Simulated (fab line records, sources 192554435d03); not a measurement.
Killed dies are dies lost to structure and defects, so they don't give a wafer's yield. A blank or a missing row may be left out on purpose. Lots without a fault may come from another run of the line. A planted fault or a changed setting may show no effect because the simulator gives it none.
fab line records | flow n5_finfet
record lots=10 wafers=30 last_day=17
route steps=1938 shown MOL_CONTACT_COAG@547 PASSIVATION@1911
lots that met no fault: from a run of the same line without faults
start_h: hours from the record's first day to the start of the lot's first wafer shown | wait_h: hours since the lot's step before | " the same as in the row above | L1.1+2: a row that stands for several wafers | - no value, or no start given | * or withheld: withheld | < > ~ a bound
route shown NAME@n: a module of which the file shows steps, and the number in the route of the first | usual: mean/standard deviation of fault-free wafers | same: alike in all rows | chamber/n: place in a boat | sites: the reading at each site | _std_site: their standard deviation | _edge_site: outer sites' mean less inner sites' | radius_mm: how far each site lies from the wafer's centre | mask NAME#n: copy n | behind: the tool/chamber that last shaped the wafer | hold: why the lot was held/for how many hours/how that ended | device: the transistor (n, p or np) that didn't switch | end of line: the same wafers' tests at the end of the route | a step without rows: its recipe alone | killed: dies lost to structure and defects at the first sort, not the wafer's yield | map: a wafer's dies, x killed, . not, _ none there
set.NAME: the setting as run; set.NAME@STEP: as run at that earlier step | model.NAME: the simulator's own value behind a step, which no gauge read
steps of the route over a sample of lots; a table a step, a row a wafer
services: from which hour (start_h, from the record's first day; less than 0 if before it) a tool's chamber was out of use, for how many hours, and why
## steps
# step N5_MOL_CONTACT_COAG_SPUTTER_143
# recipe material=Co target_thk_a=25 temp_c=25 chamber_pressure_pa=0.2
# usual throttle_valve_pct=30.5/1.2
# columns lot.wafer tool chamber start_h wait_h throttle_valve_pct
L520.1 pvd_sputter-01 - 91.24 0.0 30.1
L520.2 " - " " 32.8
L520.4 " - " " 30.3
L521.1 pvd_sputter-02 - 100.08 0.0 30.9
L521.3 " - " " 30.5
L521.4 " - " " 30.3
L525.1 pvd_sputter-03 - 125.70 0.0 28.7
L525.3 " - " " 31.1
L525.4 " - " " 30.6
L527.1 pvd_sputter-01 - 133.13 0.0 31.3
L527.5 " - " " 30.2
L527.6 " - " " 32.8
L528.3 pvd_sputter-02 - 139.23 0.0 30.2
L528.4 " - " " 30.6
L528.6 " - " " 29.7
L529.2 pvd_sputter-01 - 147.34 0.0 29.9
L529.4 " - " " 30.3
L529.5 " - " " 31.2
L537.2 pvd_sputter-02 - 195.94 0.0 30.7
L537.3 " - " " 30.6
L537.5 " - " " 29.7
L539.3 pvd_sputter-02 - 204.06 0.0 30.5
L539.4 " - " " 29.6
L539.5 " - " " 31.1
L540.1 pvd_sputter-01 - 211.34 0.0 31.5
L540.4 " - " " 30.1
L540.6 " - " " 32.7
L543.3 pvd_sputter-03 - 228.21 0.0 31.2
L543.4 " - " " 28.8
L543.6 " - " " 30.6
# step N5_PASSIVATION_STRIP_34
# recipe chemistry=O2 power_w=600 temp_c=60 pressure_mtorr=30 rf_frequency_hz=6e+07 bias_power_w=0 overash_fraction=2 o2_flow_sccm=225
# usual drypump_motor_current_A=5.7/0.51 oes_product_au=0.80/0.092 rf_vpp_V=3.5/1.3 showerhead_plenum_p_Torr=2.07/0.076 temp_c=60.00/0.12 throttle_valve_pct=16.74/0.22
# columns lot.wafer tool chamber start_h wait_h drypump_motor_current_A oes_product_au rf_hours_counter_h rf_vpp_V showerhead_plenum_p_Torr temp_c throttle_valve_pct
L520.1 rie_diel-06 2 268.14 0.1 5.6 0.89 50 2.3 2.14 59.98 16.52
L520.2 " 0 " " 6.4 0.96 16 4.5 2.05 59.94 16.42
L520.4 " 3 " " 5.1 0.86 43 1.5 2.05 60.02 16.58
L521.1 rie_diel-05 2 278.96 0.1 6.5 0.76 167 2.1 2.09 60.15 16.67
L521.3 " 1 " " 6.1 0.70 230 3.6 1.97 59.86 16.98
L521.4 " 0 " " 5.8 0.71 219 4.2 2.08 59.93 17.16
L525.1 rie_diel-06 3 311.74 0.1 5.1 0.84 58 4.2 2.05 60.11 16.58
L525.3 " 2 " " 5.6 0.84 66 1.8 2.13 59.96 16.51
L525.4 " 0 " " 6.4 0.91 31 2.2 2.05 59.89 16.41
L528.3 rie_diel-04 1 317.16 0.1 5.8 0.79 96 3.1 2.11 59.96 16.88
L528.4 " 3 " " 4.9 0.71 - 3.4 2.00 60.14 17.05
L528.6 " 1 " " 5.8 0.81 - 1.2 2.11 59.89 16.86
L527.1 rie_diel-06 0 318.23 0.1 6.4 0.91 33 3.6 2.05 60.08 16.42
L527.5 " 3 " " 5.1 0.84 - 0.5 2.05 59.97 16.55
L527.6 " 2 " " 5.6 0.83 - 4.2 2.13 59.86 16.58
L529.2 rie_diel-06 1 321.72 0.1 5.6 0.70 233 2.0 1.91 60.16 17.01
L529.4 " 3 " " 5.1 0.83 61 4.2 2.05 60.20 16.62
L529.5 " 2 " " 5.6 0.84 - 3.6 2.13 60.00 16.50
L537.2 rie_diel-04 1 362.97 0.1 5.8 0.82 109 6.6 2.11 60.00 16.95
L537.3 " 0 " " 6.0 0.71 194 2.0 2.17 59.95 16.89
L537.5 " 0 " " 6.0 0.70 - 3.7 2.16 60.07 16.85
L539.3 rie_diel-06 0 370.83 0.1 6.5 0.87 53 2.9 2.04 60.04 16.41
L539.4 " 3 " " 5.1 0.83 - 3.7 2.04 59.89 16.62
L539.5 " 0 " " 6.5 0.89 - 5.0 2.04 60.04 16.46
L540.1 rie_diel-04 3 384.82 0.1 4.9 0.70 223 1.5 1.99 60.20 17.05
L540.4 " 0 " " 6.0 0.71 202 1.4 2.16 60.06 16.85
L540.6 " 1 " " 5.8 0.77 - 1.4 2.10 59.87 16.94
L543.3 rie_diel-05 3 409.88 0.1 5.3 0.96 2 2.2 2.07 60.02 16.45
L543.4 " 0 " " 5.7 0.92 18 2.6 2.06 60.03 16.74
L543.6 " 2 " " 6.5 0.72 - 1.7 2.07 60.02 16.84
# step N5_PASSIVATION_PASS_ETCH_47
# recipe chemistry=CF4/O2 target=SiNx target_depth_a=7700 time_s=385 ion_energy_ev=100 pressure_mtorr=40 source_w=535 bias_w=49 Ar_flow_sccm=100 cf4_flow_sccm=100 O2_flow_sccm=10
# usual drypump_motor_current_A=5.7/0.52 oes_ar_750_au=0.79/0.09 oes_product_au=0.79/0.093 rf_vpp_V=241/5.4 showerhead_plenum_p_Torr=2.18/0.074 throttle_valve_pct=15.95/0.22
# columns lot.wafer tool chamber start_h wait_h drypump_motor_current_A oes_ar_750_au oes_product_au rf_hours_counter_h rf_vpp_V showerhead_plenum_p_Torr throttle_valve_pct
L520.1 rie_diel-05 1 269.31 0.0 6.1 0.71 0.71 226 233 2.08 16.25
L520.2 " 2 " " 6.5 0.76 0.77 163 250 2.19 15.84
L520.4 " 0 " " 5.8 0.71 0.70 216 244 2.17 16.22
L521.1 rie_diel-06 1 280.17 0.0 5.6 0.71 0.71 218 236 2.02 16.15
L521.3 " 0 " " 6.4 0.92 0.93 21 239 2.16 15.57
L521.4 " 2 " " 5.6 0.84 0.86 54 244 2.23 15.66
L525.1 rie_diel-04 0 313.12 0.0 6.0 0.72 0.73 180 238 2.28 16.09
L525.3 " 3 " " 4.9 0.70 0.70 204 242 2.10 16.19
L525.4 " 0 " " 6.0 0.72 0.72 - 238 2.28 16.11
L528.3 rie_diel-04 1 318.45 0.0 5.8 0.82 0.81 96 230 2.23 16.14
L528.4 " 0 " " 6.0 0.72 0.71 - 238 2.28 16.11
L528.6 " 3 " " 4.9 0.70 0.70 - 241 2.10 16.18
L527.1 rie_diel-06 2 319.95 0.0 5.6 0.83 0.83 68 241 2.23 15.68
L527.5 " 2 " " 5.6 0.82 0.83 - 241 2.23 15.68
L527.6 " 3 " " 5.1 0.83 0.84 - 240 2.14 15.71
L529.2 rie_diel-04 1 322.89 0.0 5.8 0.82 0.81 98 231 2.23 16.18
L529.4 " 1 " " 5.8 0.82 0.80 - 231 2.23 16.16
L529.5 " 3 " " 4.9 0.70 0.69 - 241 2.10 16.18
L537.2 rie_diel-04 3 364.31 0.0 4.9 0.70 0.69 217 241 2.10 16.21
L537.3 " 1 " " 5.8 0.81 0.79 109 230 2.22 16.16
L537.5 " 1 " " 5.8 0.81 0.79 - 230 2.23 16.17
L539.3 rie_diel-05 2 372.45 0.0 6.5 0.72 0.72 210 250 2.17 15.93
L539.4 " 3 " " 5.4 0.72 0.70 245 244 2.16 16.02
L539.5 " 1 " " 6.1 0.95 0.94 - 235 2.33 15.88
L540.1 rie_diel-04 2 386.75 0.0 4.8 0.92 0.94 17 246 2.25 15.59
L540.4 " 1 " " 5.8 0.81 0.78 118 232 2.22 16.16
L540.6 " 2 " " 4.8 0.92 0.93 - 247 2.25 15.60
L543.3 rie_diel-06 0 411.12 0.0 6.4 0.85 0.84 68 239 2.14 15.64
L543.4 " 3 " " 5.1 0.78 0.79 93 242 2.13 15.77
L543.6 " 0 " " 6.4 0.86 0.85 - 238 2.14 15.67
# step N5_PASSIVATION_ETCH_54
# recipe chemistry=CHF3/O2 target=SiO2 target_depth_a=8800 CHF3_flow_sccm=50 O2_flow_sccm=5 Ar_flow_sccm=200 time_s=440 mask_material=PR pressure_mtorr=30 source_w=650 bias_w=170 ion_energy_ev=200
# usual drypump_motor_current_A=5.7/0.52 oes_ar_750_au=0.79/0.089 oes_product_au=0.78/0.093 rf_vpp_V=525/11 showerhead_plenum_p_Torr=2.39/0.081 throttle_valve_pct=18.88/0.21
# columns lot.wafer tool chamber start_h wait_h drypump_motor_current_A oes_ar_750_au oes_product_au rf_hours_counter_h rf_vpp_V showerhead_plenum_p_Torr throttle_valve_pct
L520.1 rie_diel-05 1 269.54 0.1 6.1 0.72 0.71 226 507 2.27 19.10
L520.2 " 2 " " 6.5 0.75 0.76 163 543 2.39 18.75
L520.4 " 0 " " 5.7 0.71 0.71 216 530 2.37 19.12
L521.1 rie_diel-06 1 280.40 0.1 5.6 0.71 0.71 218 515 2.20 19.07
L521.3 " 0 " " 6.5 0.92 0.93 21 521 2.37 18.60
L521.4 " 2 " " 5.6 0.85 0.85 54 524 2.42 18.51
L525.1 rie_diel-04 0 313.35 0.1 6.0 0.72 0.72 180 518 2.50 19.03
L525.3 " 3 " " 4.9 0.70 0.69 204 526 2.30 19.13
L525.4 " 0 " " 6.0 0.72 0.71 - 518 2.50 19.03
L528.3 rie_diel-04 1 318.68 0.1 5.8 0.82 0.81 96 504 2.44 19.14
L528.4 " 0 " " 6.1 0.72 0.72 - 517 2.50 19.03
L528.6 " 3 " " 4.9 0.70 0.69 - 526 2.30 19.13
L527.1 rie_diel-06 2 320.18 0.1 5.6 0.83 0.84 69 527 2.42 18.52
L527.5 " 2 " " 5.6 0.83 0.84 - 524 2.42 18.53
L527.6 " 3 " " 5.1 0.82 0.85 - 527 2.35 18.68
L529.2 rie_diel-04 1 323.12 0.1 5.8 0.81 0.80 99 503 2.44 19.13
L529.4 " 1 " " 5.8 0.81 0.80 - 504 2.44 19.15
L529.5 " 3 " " 4.9 0.71 0.69 - 524 2.30 19.12
L537.2 rie_diel-04 3 364.54 0.1 4.9 0.69 0.68 217 525 2.29 19.16
L537.3 " 1 " " 5.8 0.80 0.80 109 503 2.44 19.16
L537.5 " 1 " " 5.8 0.80 0.79 - 504 2.44 19.16
L539.3 rie_diel-05 2 372.68 0.1 6.5 0.72 0.73 210 543 2.37 18.79
L539.4 " 3 " " 5.4 0.72 0.70 245 532 2.37 18.96
L539.5 " 1 " " 6.1 0.94 0.94 - 514 2.54 18.84
L540.1 rie_diel-04 2 386.98 0.1 4.8 0.92 0.94 17 534 2.47 18.57
L540.4 " 1 " " 5.8 0.79 0.78 118 501 2.43 19.18
L540.6 " 2 " " 4.9 0.92 0.93 - 536 2.47 18.58
L543.3 rie_diel-06 0 411.35 0.1 6.4 0.84 0.85 68 521 2.35 18.68
L543.4 " 3 " " 5.1 0.79 0.79 94 526 2.33 18.74
L543.6 " 0 " " 6.4 0.84 0.85 - 520 2.35 18.69
# step N5_PASSIVATION_PROBE_49
# usual defect_limited_yield=91.6/1.2 killed_at_M0_to_M3=33/9.4 killed_at_M4_up=13/5.2 killed_at_contacts=13/5.6 killed_at_front_end=37/9.5 killed_at_other=4/3.1 killed_dies=99/15 killed_on_rim=13/3.6 killed_open=65/11 killed_short=32/7.5 sort_bin_5_function=4.9/0.77 sort_bin_6_memory=3.1/0.65 sort_bin_8_speed=0.01/0.056 sort_n_pass=1081/15 sort_yield_pct=91.6/1.2
# same gross_dies=1180 killed_at_back_side=0 sort_bin_4_leakage[%]=0
# columns lot.wafer tool chamber start_h wait_h defect_limited_yield[%] killed_at_M0_to_M3 killed_at_M4_up killed_at_contacts killed_at_front_end killed_at_other killed_dies killed_on_rim killed_open killed_short sort_bin_5_function[%] sort_bin_6_memory[%] sort_bin_8_speed[%] sort_n_pass sort_yield_pct[%]
L520.1 prober-02 - 272.32 0.0 91.6 42 15 10 31 1 99 15 71 28 4.9 3.2 0 1081 91.6
L520.2 prober-02 - 272.37 0.1 91.9 34 16 21 21 4 96 12 78 18 4.7 3.3 0 1084 91.9
L520.4 prober-02 - 272.47 0.2 92.1 53 8 13 16 3 93 10 64 29 4.7 2.8 0 1087 92.1
L521.1 prober-02 - 283.18 0.0 89.5 53 13 7 45 6 124 21 89 31 6.4 3.6 0 1056 89.5
L521.3 prober-02 - 283.28 0.1 91.0 47 11 20 26 2 106 8 66 40 4.8 3.9 0.42 1069 90.6
L521.4 prober-02 - 283.33 0.2 92.0 25 16 9 39 5 94 11 60 33 4.6 3.4 0 1086 92.0
L525.1 prober-01 - 316.16 0.0 93.2 16 12 21 31 0 80 11 54 26 4.4 2.1 0 1100 93.2
L525.3 prober-01 - 316.26 0.1 91.9 24 7 26 38 1 96 14 69 24 5.3 2.5 0 1084 91.9
L525.4 prober-01 - 316.31 0.2 93.2 22 10 14 33 1 80 11 59 21 3.9 2.7 0 1100 93.2
L528.3 prober-01 - 321.90 0.1 93.1 30 12 3 36 0 81 11 52 24 4.1 2.3 0 1099 93.1
L528.4 prober-01 - 321.95 0.2 90.8 31 23 7 47 1 109 15 83 26 5.3 3.8 0 1071 90.8
L528.6 prober-01 - 322.05 0.3 91.7 33 19 5 40 1 98 11 62 36 5.3 2.8 0 1082 91.7
L527.1 prober-02 - 323.79 0.0 89.9 37 14 9 52 7 119 14 71 46 5.9 3.5 0 1061 89.9
L527.5 prober-02 - 323.99 0.2 93.2 19 6 17 34 4 80 13 44 35 4.1 2.4 0 1100 93.2
L527.6 prober-02 - 324.04 0.3 91.1 26 18 14 37 10 105 13 70 35 5.6 3.0 0 1075 91.1
L529.2 prober-02 - 325.96 0.1 92.5 37 5 2 40 5 89 6 62 25 4.7 2.8 0 1091 92.5
L529.4 prober-02 - 326.06 0.2 92.4 33 11 5 36 5 90 12 54 35 4.1 3.1 0 1090 92.4
L529.5 prober-02 - 326.11 0.2 91.9 30 13 12 36 5 96 9 67 26 4.7 3.1 0 1084 91.9
L537.2 prober-01 - 367.37 0.1 89.5 33 11 17 63 0 124 14 76 46 6.0 4.2 0 1056 89.5
L537.3 prober-01 - 367.42 0.1 86.5 42 14 73 30 0 159 30 66 29 8.8 3.6 0 1021 86.5
L537.5 prober-01 - 367.52 0.2 88.6 45 8 11 68 2 134 18 88 44 7.1 4.0 0 1046 88.6
L539.3 prober-01 - 376.43 0.1 87.5 31 13 75 28 1 148 23 62 27 7.9 3.5 0 1032 87.5
L539.4 prober-01 - 376.48 0.2 88.1 51 15 11 60 3 140 17 83 56 6.3 5.0 0 1040 88.1
L539.5 prober-01 - 376.53 0.2 90.5 26 13 15 54 4 112 10 72 40 6.2 3.1 0 1068 90.5
L540.1 prober-01 - 389.76 0.0 92.3 34 16 15 26 0 91 13 58 31 4.6 2.7 0 1089 92.3
L540.4 prober-01 - 389.91 0.2 92.7 38 12 9 25 2 86 9 54 32 3.4 3.3 0 1094 92.7
L540.6 prober-01 - 390.01 0.3 94.2 21 12 12 22 1 68 11 39 22 3.2 2.1 0 1112 94.2
L543.3 prober-01 - 414.24 0.1 91.2 31 20 5 40 8 104 17 67 34 4.9 3.3 0 1076 91.2
L543.4 prober-01 - 414.29 0.2 89.7 26 16 17 48 15 122 12 66 53 6.4 3.6 0 1058 89.7
L543.6 prober-01 - 414.39 0.3 92.3 24 18 8 36 5 91 14 56 33 4.0 3.4 0 1089 92.3
# killed by level:class
L520.1 BEOL_M1:geometric_particle:open=15 BEOL_M3:geometric_particle:open=10 BEOL_M4:geometric_particle:open=9 MOL_CONTACT_COAG:geometric_particle:open=7 GATE_CUT:geometric_particle:open=6 GATE_CUT:geometric_particle:short=6 BEOL_M0_SAQP:geometric_particle:short=6 FIN_SAQP:geometric_particle:open=5
L520.2 MOL_CONTACT_COAG:geometric_particle:open=19 BEOL_M2:geometric_particle:open=10 BEOL_M3:geometric_particle:open=7 BEOL_M5:geometric_particle:open=6 STI_FIN_REVEAL:geometric_particle:open=5 GATE_CUT:geometric_particle:open=5 BEOL_M1:geometric_particle:open=5 BEOL_M4:geometric_particle:open=4
L520.4 BEOL_M0_SAQP:geometric_particle:short=13 MOL_CONTACT_COAG:geometric_particle:open=11 BEOL_M0_SAQP:geometric_particle:open=11 BEOL_M2:geometric_particle:open=10 BEOL_M3:geometric_particle:open=8 BEOL_M1:geometric_particle:open=7 DUMMY_GATE:geometric_particle:open=4 STI_FIN_REVEAL:geometric_particle:open=2
L521.1 BEOL_M3:geometric_particle:open=16 FIN_SAQP:geometric_particle:open=14 BEOL_M0_SAQP:geometric_particle:open=12 BEOL_M2:geometric_particle:open=9 BEOL_M0_SAQP:geometric_particle:short=9 MOL_CONTACT_COAG:geometric_particle:open=7 BEOL_M4:geometric_particle:open=6 FIN_SAQP:geometric_particle:short=5
L521.3 BEOL_M2:geometric_particle:open=14 MOL_CONTACT_COAG:geometric_particle:open=13 MOL_CONTACT_COAG:geometric_particle:short=7 BEOL_M0_SAQP:geometric_particle:open=7 BEOL_M0_SAQP:geometric_particle:short=6 BEOL_M2:geometric_particle:short=5 BEOL_M4:geometric_particle:open=5 STARTING-WAFER:geometric_particle:short=5
L521.4 BEOL_M4:geometric_particle:open=8 BEOL_M3:geometric_particle:open=7 GATE_CUT:geometric_particle:short=7 FIN_SAQP:geometric_particle:open=6 MOL_CONTACT_COAG:geometric_particle:open=6 BEOL_M2:geometric_particle:open=6 BEOL_M0_SAQP:geometric_particle:short=5 DUMMY_GATE:geometric_particle:open=4
L525.1 MOL_CONTACT_COAG:geometric_particle:open=15 BEOL_M2:geometric_particle:open=8 STI_FIN_REVEAL:geometric_particle:open=7 MOL_CONTACT_COAG:geometric_particle:short=6 DUMMY_GATE:geometric_particle:open=5 FIN_SAQP:geometric_particle:open=3 BEOL_M4:geometric_particle:open=3 BEOL_M6:geometric_particle:open=3
L525.3 MOL_CONTACT_COAG:geometric_particle:open=23 BEOL_M2:geometric_particle:open=7 FIN_SAQP:geometric_particle:open=6 FIN_SAQP:geometric_particle:short=6 BEOL_M0_SAQP:geometric_particle:short=6 BEOL_M0_SAQP:geometric_particle:open=6 DUMMY_GATE:geometric_particle:open=5 GATE_CUT:geometric_particle:open=5
L525.4 MOL_CONTACT_COAG:geometric_particle:open=12 STI_FIN_REVEAL:geometric_particle:open=8 BEOL_M2:geometric_particle:open=8 FIN_SAQP:geometric_particle:open=7 BEOL_M0_SAQP:geometric_particle:open=7 DUMMY_GATE:geometric_particle:open=4 STI_FIN_REVEAL:geometric_particle:short=3 GATE_CUT:geometric_particle:short=3
L528.3 FIN_SAQP:geometric_particle:open=9 BEOL_M3:geometric_particle:open=8 BEOL_M2:geometric_particle:open=6 BEOL_M4:geometric_particle:open=5 BEOL_M0_SAQP:geometric_particle:short=5 BEOL_M0:geometric_particle:open=4 BEOL_M4:geometric_particle:short=4 STARTING-WAFER:geometric_particle:open=4
L528.4 STI_FIN_REVEAL:geometric_particle:open=15 BEOL_M3:geometric_particle:open=12 FIN_SAQP:geometric_particle:open=10 BEOL_M4:geometric_particle:open=9 BEOL_M5:geometric_particle:open=8 FIN_SAQP:geometric_particle:short=7 DUMMY_GATE:geometric_particle:open=6 BEOL_M0_SAQP:geometric_particle:open=6
L528.6 FIN_SAQP:geometric_particle:short=12 BEOL_M0_SAQP:geometric_particle:open=10 BEOL_M0_SAQP:geometric_particle:short=8 STI_FIN_REVEAL:geometric_particle:open=7 BEOL_M4:geometric_particle:open=7 BEOL_M2:geometric_particle:open=6 BEOL_M3:geometric_particle:open=6 FIN_SAQP:geometric_particle:open=5
L527.1 FIN_SAQP:geometric_particle:short=13 STI_FIN_REVEAL:geometric_particle:open=12 FIN_SAQP:geometric_particle:open=10 BEOL_M0_SAQP:geometric_particle:open=9 MOL_CONTACT_COAG:geometric_particle:open=9 BEOL_M0_SAQP:geometric_particle:short=9 BEOL_M1:geometric_particle:short=6 BEOL_M4:geometric_particle:open=4
L527.5 MOL_CONTACT_COAG:geometric_particle:open=14 FIN_SAQP:geometric_particle:short=8 FIN_SAQP:geometric_particle:open=6 BEOL_M1:geometric_particle:open=5 SPACER0:geometric_particle:open=4 GATE_CUT:geometric_particle:short=3 MOL_CONTACT_COAG:geometric_particle:short=3 BEOL_M3:geometric_particle:open=3
L527.6 MOL_CONTACT_COAG:geometric_particle:open=13 FIN_SAQP:geometric_particle:short=8 FIN_SAQP:geometric_particle:open=8 BEOL_M4:geometric_particle:open=8 BEOL_M2:geometric_particle:open=8 PASS1_CAP:geometric_particle:open=6 BEOL_M1:geometric_particle:short=6 BEOL_M0_SAQP:geometric_particle:open=5
L529.2 BEOL_M3:geometric_particle:open=15 BEOL_M1:geometric_particle:open=9 FIN_SAQP:geometric_particle:short=7 DUMMY_GATE:geometric_particle:open=7 ILD0:geometric_particle:open=6 BEOL_M0:geometric_particle:open=4 FIN_SAQP:geometric_particle:open=3 ILD0:geometric_particle:short=3
L529.4 BEOL_M3:geometric_particle:open=12 FIN_SAQP:geometric_particle:short=11 FIN_SAQP:geometric_particle:open=8 MOL_CONTACT_COAG:geometric_particle:open=5 BEOL_M0_SAQP:geometric_particle:open=5 BEOL_M0_SAQP:geometric_particle:short=4 BEOL_M1:geometric_particle:open=4 ILD0:geometric_particle:short=3
L529.5 MOL_CONTACT_COAG:geometric_particle:open=8 BEOL_M1:geometric_particle:open=8 FIN_SAQP:geometric_particle:open=7 DUMMY_GATE:geometric_particle:open=7 BEOL_M4:geometric_particle:open=7 BEOL_M3:geometric_particle:open=5 FIN_SAQP:geometric_particle:short=4 MOL_CONTACT_COAG:geometric_particle:short=4
L537.2 STI_FIN_REVEAL:geometric_particle:open=21 FIN_SAQP:geometric_particle:short=16 MOL_CONTACT_COAG:geometric_particle:open=12 BEOL_M1:geometric_particle:open=10 BEOL_M0_SAQP:geometric_particle:open=8 GATE_CUT:geometric_particle:short=6 BEOL_M1:geometric_particle:short=6 MOL_CONTACT_COAG:geometric_particle:short=5
L537.3 MOL_CONTACT_COAG:unspecified=64 BEOL_M3:geometric_particle:open=10 BEOL_M0_SAQP:geometric_particle:open=9 MOL_CONTACT_COAG:geometric_particle:open=7 STARTING-WAFER:geometric_particle:open=6 STI_FIN_REVEAL:geometric_particle:open=5 BEOL_M0_SAQP:geometric_particle:short=5 BEOL_M0:geometric_particle:open=5
L537.5 STI_FIN_REVEAL:geometric_particle:open=13 BEOL_M0_SAQP:geometric_particle:open=13 BEOL_M3:geometric_particle:open=11 FIN_SAQP:geometric_particle:open=10 MOL_CONTACT_COAG:geometric_particle:open=10 FIN_SAQP:geometric_particle:short=9 GATE_CUT:geometric_particle:short=9 BEOL_M0_SAQP:geometric_particle:short=9
L539.3 MOL_CONTACT_COAG:unspecified=58 MOL_CONTACT_COAG:geometric_particle:open=16 BEOL_M3:geometric_particle:open=10 FIN_SAQP:geometric_particle:short=6 STI_FIN_REVEAL:geometric_particle:open=5 BEOL_M0_SAQP:geometric_particle:open=5 BEOL_M0_SAQP:geometric_particle:short=4 BEOL_M4:geometric_particle:open=4
L539.4 FIN_SAQP:geometric_particle:open=18 FIN_SAQP:geometric_particle:short=16 BEOL_M0_SAQP:geometric_particle:short=12 BEOL_M3:geometric_particle:open=9 MOL_CONTACT_COAG:geometric_particle:open=9 BEOL_M0_SAQP:geometric_particle:open=9 GATE_CUT:geometric_particle:short=8 BEOL_M1:geometric_particle:open=8
L539.5 MOL_CONTACT_COAG:geometric_particle:open=15 FIN_SAQP:geometric_particle:short=14 STI_FIN_REVEAL:geometric_particle:open=10 FIN_SAQP:geometric_particle:open=9 BEOL_M0_SAQP:geometric_particle:open=7 BEOL_M0_SAQP:geometric_particle:short=7 BEOL_M3:geometric_particle:open=6 BEOL_M4:geometric_particle:open=5
L540.1 MOL_CONTACT_COAG:geometric_particle:open=12 BEOL_M0_SAQP:geometric_particle:open=10 BEOL_M0_SAQP:geometric_particle:short=8 FIN_SAQP:geometric_particle:open=7 ILD0:geometric_particle:short=4 BEOL_M3:geometric_particle:open=4 BEOL_M5:geometric_particle:open=4 MOL_CONTACT_COAG:geometric_particle:short=3
L540.4 BEOL_M3:geometric_particle:open=13 BEOL_M1:geometric_particle:open=8 MOL_CONTACT_COAG:geometric_particle:open=7 BEOL_M3:geometric_particle:short=7 FIN_SAQP:geometric_particle:short=6 FIN_SAQP:geometric_particle:open=5 STI_FIN_REVEAL:geometric_particle:open=5 BEOL_M0_SAQP:geometric_particle:short=5
L540.6 MOL_CONTACT_COAG:geometric_particle:open=10 BEOL_M0_SAQP:geometric_particle:short=5 BEOL_M3:geometric_particle:open=5 BEOL_M1:coat_microbubble_printed=4 GATE_CUT:geometric_particle:short=3 BEOL_M5:geometric_particle:open=3 STARTING-WAFER:geometric_particle:short=3 STARTING-WAFER:geometric_particle:open=3
L543.3 STI_FIN_REVEAL:geometric_particle:open=14 BEOL_M1:geometric_particle:open=11 BEOL_M4:geometric_particle:open=9 FIN_SAQP:geometric_particle:open=6 BEOL_M2:geometric_particle:open=6 FIN_SAQP:geometric_particle:short=5 MOL_CONTACT_COAG:geometric_particle:open=5 BEOL_M0_SAQP:geometric_particle:short=4
L543.4 FIN_SAQP:geometric_particle:short=15 MOL_CONTACT_COAG:geometric_particle:open=11 STI_FIN_REVEAL:geometric_particle:open=8 GATE_CUT:geometric_particle:short=8 BEOL_M2:geometric_particle:open=7 BEOL_M4:geometric_particle:open=7 MOL_CONTACT_COAG:geometric_particle:short=6 BEOL_M1:geometric_particle:open=6
L543.6 FIN_SAQP:geometric_particle:short=9 STI_FIN_REVEAL:geometric_particle:open=8 BEOL_M4:geometric_particle:open=8 FIN_SAQP:geometric_particle:open=6 MOL_CONTACT_COAG:geometric_particle:open=6 BEOL_M0_SAQP:geometric_particle:open=6 BEOL_M2:geometric_particle:open=5 BEOL_M2:geometric_particle:short=4
## services
# columns tool chamber start_h hours kind
rie_diel-05 3 71.28 7.9 repair
rie_diel-04 - 74.60 3.1 repair
rie_diel-06 0 82.55 4.1 repair
pvd_sputter-03 - 85.52 2.7 repair
rie_diel-05 1 93.73 1.5 repair
pvd_sputter-03 - 99.64 2.2 repair
pvd_sputter-03 - 107.67 2.0 repair
pvd_sputter-03 - 113.99 0.9 repair
pvd_sputter-01 - 129.15 1.9 repair
rie_diel-05 - 130.49 0.3 repair
rie_diel-04 0 167.03 32.6 repair
rie_diel-04 3 191.39 5.6 repair
rie_diel-05 - 219.24 0.6 repair
rie_diel-06 - 226.50 4.3 pm
pvd_sputter-02 - 238.19 1.5 repair
rie_diel-06 2 244.62 10.0 repair
rie_diel-05 1 249.20 16.5 repair
rie_diel-04 3 277.18 5.2 repair
pvd_sputter-02 - 285.64 5.0 repair
rie_diel-04 - 328.49 15.6 pm
pvd_sputter-03 - 338.72 1.8 repair
rie_diel-04 3 371.95 7.3 repair
rie_diel-06 - 386.11 1.0 repair
pvd_sputter-01 - 400.66 0.8 repair
## key
first_sign step=N5_PASSIVATION_PROBE_49 reading=killed_at_contacts direction=up sigmas=11 usual=13 struck=74
effect step=N5_PASSIVATION_PROBE_49 reading=defect_limited_yield direction=down sigmas=3.7 usual=91.6 struck=87.0
more_kills_born_at N5_MOL_CONTACT_COAG_SPUTTER_143@pvd_sputter-02=122
met_at N5_MOL_CONTACT_COAG_SPUTTER_143
struck_lots L537,L539
struck_wafers L537.3,L539.3
not_acting_at N5_PASSIVATION_STRIP_34,N5_PASSIVATION_PASS_ETCH_47,N5_PASSIVATION_ETCH_54
onset_between 139.23 195.94
fault kind=chamber_particle_source tool=pvd_sputter-02 chamber=- onset_h=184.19 steps=N5_MOL_CONTACT_COAG_SPUTTER_143 rate_per_visit_cm2=0.39165 end_h=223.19 scope=struck_wafers_only
